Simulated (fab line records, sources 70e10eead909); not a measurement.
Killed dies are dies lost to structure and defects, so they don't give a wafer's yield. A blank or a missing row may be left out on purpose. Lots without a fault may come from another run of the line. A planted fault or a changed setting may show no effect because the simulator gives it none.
Which tool did it? | flow nand_harc | 13 lots, 39 wafers sampled, at 6 steps of a route of 1302

WHAT THE GAUGES READ, wafer by wafer
NHARC_A_ONON_D2_THK_MEAS_24: measures by ellipsometry. Usual: thk_nm 999 nm, standard deviation 9.7.
lot  | measured     | on            | thk_nm (nm)    | flag
L686 | day 13 13:44 | film_metro-02 | 1009 1008 1009 |
L687 | day 13 13:45 | film_metro-01 | 989 991 989    |
L689 | day 13 18:37 | film_metro-02 | 983 982 984    |
L690 | day 14 20:16 | film_metro-01 | 1007 1007 1007 |
L692 | day 15 14:42 | film_metro-02 | 1005 1006 1004 |
L693 | day 15 14:43 | film_metro-02 | 1008 1009 1007 |
L694 | day 16 08:46 | film_metro-01 | 1010 1009 1012 |
L697 | day 17 13:35 | film_metro-01 | 988 988 989    |
L701 | day 19 06:07 | film_metro-02 | 1011 1009 1009 |
L703 | day 20 08:26 | film_metro-01 | 998 996 1000   |
L705 | day 21 01:17 | film_metro-02 | 981 982 980    |
L709 | day 22 05:45 | film_metro-02 | 996 996 997    |
L708 | day 22 10:33 | film_metro-02 | 1003 1001 1000 |

NHARC_A_ONON_D2_THK_MEAS_27: measures by ellipsometry. Usual: thk_nm 999 nm, standard deviation 12.
lot  | measured     | on            | thk_nm (nm)               | flag
L686 | day 13 14:19 | film_metro-01 | 1011 1012 1012            |
L687 | day 13 14:19 | film_metro-02 | 997 1001 999              |
L689 | day 13 19:11 | film_metro-02 | 1009 1009 1012            |
L690 | day 14 20:50 | film_metro-01 | 1029 1030 1029            |
L692 | day 15 15:16 | film_metro-01 | 1000 1000 999             |
L693 | day 15 15:17 | film_metro-02 | 1004 1005 1005            |
L694 | day 16 09:20 | film_metro-02 | 992 990 992               |
L697 | day 17 14:09 | film_metro-02 | 984 984 985               |
L701 | day 19 06:41 | film_metro-02 | 769 1004 771 771 1002 771 | OFF
L703 | day 20 09:01 | film_metro-02 | 974 740 974 973 741 972   | OFF
L705 | day 21 01:51 | film_metro-02 | 1002 1001 1004            |
L709 | day 22 06:19 | film_metro-01 | 1009 1009 1011            |
L708 | day 22 11:07 | film_metro-02 | 1009 1011 1009            |

NHARC_A_ONON_D2_INSPECT_32. Usual: raw_defect_count 403, standard deviation 180.
lot  | measured     | on                | raw_defect_count | flag
L686 | day 13 15:25 | defect_inspect-02 | 225 406 367      |
L687 | day 13 15:25 | defect_inspect-01 | 205 265 402      |
L689 | day 13 20:17 | defect_inspect-02 | 524 461 978      |
L690 | day 14 22:02 | defect_inspect-01 | 410 352 332      |
L692 | day 15 16:23 | defect_inspect-01 | 374 500 378      |
L693 | day 15 16:23 | defect_inspect-02 | 267 336 616      |
L694 | day 16 10:28 | defect_inspect-01 | 488 664 651      |
L697 | day 17 15:15 | defect_inspect-01 | 201 204 201      |
L701 | day 19 11:10 | defect_inspect-01 | 331 255 319      |
L703 | day 20 11:44 | defect_inspect-01 | 269 300 603      |
L705 | day 21 02:58 | defect_inspect-02 | 451 287 239      |
L709 | day 22 07:34 | defect_inspect-02 | 239 534 452      |
L708 | day 22 12:13 | defect_inspect-01 | 808 998 565      |

NHARC_A_CHANNEL_HOLE_D2_INSPECT_12. Usual: raw_defect_count 33, standard deviation 21.
lot  | measured     | on                | raw_defect_count | flag
L686 | day 13 20:07 | defect_inspect-01 | 41 48 49         |
L687 | day 13 18:07 | defect_inspect-02 | 11 7 7           |
L689 | day 14 04:04 | defect_inspect-01 | 60 55 52         |
L690 | day 15 01:54 | defect_inspect-01 | 5 4 3            |
L692 | day 15 19:06 | defect_inspect-02 | 46 45 49         |
L693 | day 15 19:18 | defect_inspect-01 | 6 7 10           |
L694 | day 16 20:37 | defect_inspect-02 | 44 69 47         |
L697 | day 17 19:55 | defect_inspect-01 | 7 16 11          |
L701 | day 19 14:13 | defect_inspect-02 | 56               |
L703 | day 20 18:58 | defect_inspect-02 | 16 22            |
L705 | day 21 07:27 | defect_inspect-01 | 58 58 50         |
L709 | day 22 10:41 | defect_inspect-02 | 26 29 25         |
L708 | day 22 15:07 | defect_inspect-02 | 23 31 26         |

NHARC_END_SORT_01. Usual: killed_at_array 57, standard deviation 18; killed_at_other 0.8, standard deviation 1; killed_at_periphery 3.9, standard deviation 2.8; killed_dies 62, standard deviation 18; killed_open 3.4, standard deviation 1.8; killed_short 2.2, standard deviation 1.6.
lot  | measured     | on        | killed_at_array | killed_at_other | killed_at_periphery | killed_dies | killed_open | killed_short | flag
L686 | day 25 11:52 | prober-02 | 58 67 78        | 2 0 2           | 0 1 1               | 60 68 81    | 1 1 3       | 1 0 2        |
L687 | day 25 20:25 | prober-02 | 49 51 50        | 0 0 0           | 5 3 4               | 54 54 54    | 3 4 1       | 2 1 5        |
L689 | day 25 14:12 | prober-01 | 47 49 58        | 0 1 0           | 3 4 5               | 50 54 63    | 3 6 2       | 1 5 3        |
L690 | day 26 14:32 | prober-02 | 41 46 54        | 3 1 0           | 5 14 10             | 49 61 64    | 3 2 6       | 4 7 1        |
L692 | day 27 08:34 | prober-01 | 51 76 70        | 2 0 0           | 3 1 2               | 56 77 72    | 2 3 4       | 3 0 0        |
L693 | day 26 23:14 | prober-01 | 45 45 40        | 2 1 1           | 0 5 2               | 47 51 43    | 4 2 3       | 0 1 1        |
L694 | day 28 05:51 | prober-02 | 56 64 57        | 0 0 0           | 8 5 3               | 64 69 60    | 3 3 4       | 1 1 4        |
L697 | day 29 04:56 | prober-01 | 16 14 23        | 0 1 1           | 1 0 3               | 17 15 27    | 5 4 9       | 0 4 3        |
L701 | day 30 09:39 | prober-02 | 677 80 676      | 0 0 0           | 0 0 1               | 677 80 677  | 6 5 3       | 5 1 1        | OFF
L703 | day 32 04:54 | prober-02 | 30 672 35       | 2 0 0           | 6 5 7               | 38 677 42   | 0 1 5       | 2 0 6        | OFF
L705 | day 32 12:42 | prober-01 | 53 59 52        | 0 1 0           | 6 1 3               | 59 61 55    | 3 2 4       | 0 1 3        |
L709 | day 34 02:55 | prober-02 | 54 98 81        | 1 0 1           | 2 2 3               | 57 100 85   | 3 1 5       | 2 2 5        |
L708 | day 34 13:55 | prober-01 | 71 60 60        | 0 0 1           | 4 4 1               | 75 64 62    | 4 3 0       | 2 1 4        |

WHICH TOOL RAN EACH LOT (tool, then ch and the chambers of the sampled wafers, then the start)
lot  | NHARC_A_ONON_D2_DEP_25
L686 | pecvd_onon-02 ch 0, day 13 13:48
L687 | pecvd_onon-04 ch 0, day 13 13:52
L689 | pecvd_onon-02 ch 0, day 13 18:51
L690 | pecvd_onon-02 ch 0, day 14 20:26
L692 | pecvd_onon-03 ch 0, day 15 14:56
L693 | pecvd_onon-04 ch 0, day 15 14:50
L694 | pecvd_onon-03 ch 0, day 16 08:50
L697 | pecvd_onon-03 ch 0, day 17 13:38
L701 | pecvd_onon-02 ch 0, day 19 06:14
L703 | pecvd_onon-02 ch 0, day 20 08:30
L705 | pecvd_onon-03 ch 0, day 21 01:20
L709 | pecvd_onon-03 ch 0, day 22 05:52
L708 | pecvd_onon-03 ch 0, day 22 10:36
- NHARC_A_ONON_D2_DEP_25: target thk 1000 nm.

WHAT THE TOOLS THEMSELVES READ (means of the sampled wafers that have a number; where no wafer has one, the mark that the record gives instead)
NHARC_A_ONON_D2_DEP_25. Usual: susceptor_temp_C 399.99 C, standard deviation 0.21.
lot  | tool          | susceptor_temp_C (C) | flag
L686 | pecvd_onon-02 | 400.08               |
L687 | pecvd_onon-04 | 400.00               |
L689 | pecvd_onon-02 | 399.93               |
L690 | pecvd_onon-02 | 399.98               |
L692 | pecvd_onon-03 | 399.70               |
L693 | pecvd_onon-04 | 399.94               |
L694 | pecvd_onon-03 | 400.05               |
L697 | pecvd_onon-03 | 400.16               |
L701 | pecvd_onon-02 | 399.93               |
L703 | pecvd_onon-02 | 399.75               |
L705 | pecvd_onon-03 | 400.08               |
L709 | pecvd_onon-03 | 399.91               |
L708 | pecvd_onon-03 | 400.06               |

THE ANSWER, worked out from the rows above alone
Rule: a lot is off if the mean of its wafers that have a number lies more than 3 standard deviations from the usual mean. A lot without any number at a reading at which 4 lots or more have one is off too. The other lots that the step has rows for count as sound. The gauges are gone through in route order, then the tools' own readings, and for those a lot's mean is taken as printed above. The first step at which some lot is off is used, and at that step the reading that is off furthest; a lot without a number counts as furthest.
Off: L701, L703, at NHARC_A_ONON_D2_THK_MEAS_27 (thk_nm).
A tool fits if, at a process step before that reading, it ran every lot that is off, and no sound lot after the first of them. The gauges at NHARC_A_ONON_D2_THK_MEAS_27 aren't tried: what is off there is off at NHARC_END_SORT_01 too, on other tools, and a gauge's error can't cause that. One fits: pecvd_onon-02 at NHARC_A_ONON_D2_DEP_25. Its last sound lot is L690 (day 14 20:26), its first lot that is off L701 (day 19 06:14): a fault that began between those two fits.

WHAT THE SIMULATOR HAD PUT IN
Process parameter drift: pecvd_onon-02, from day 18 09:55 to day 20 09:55, at NHARC_A_ONON_D2_DEP_25. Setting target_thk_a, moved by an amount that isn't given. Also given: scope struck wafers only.
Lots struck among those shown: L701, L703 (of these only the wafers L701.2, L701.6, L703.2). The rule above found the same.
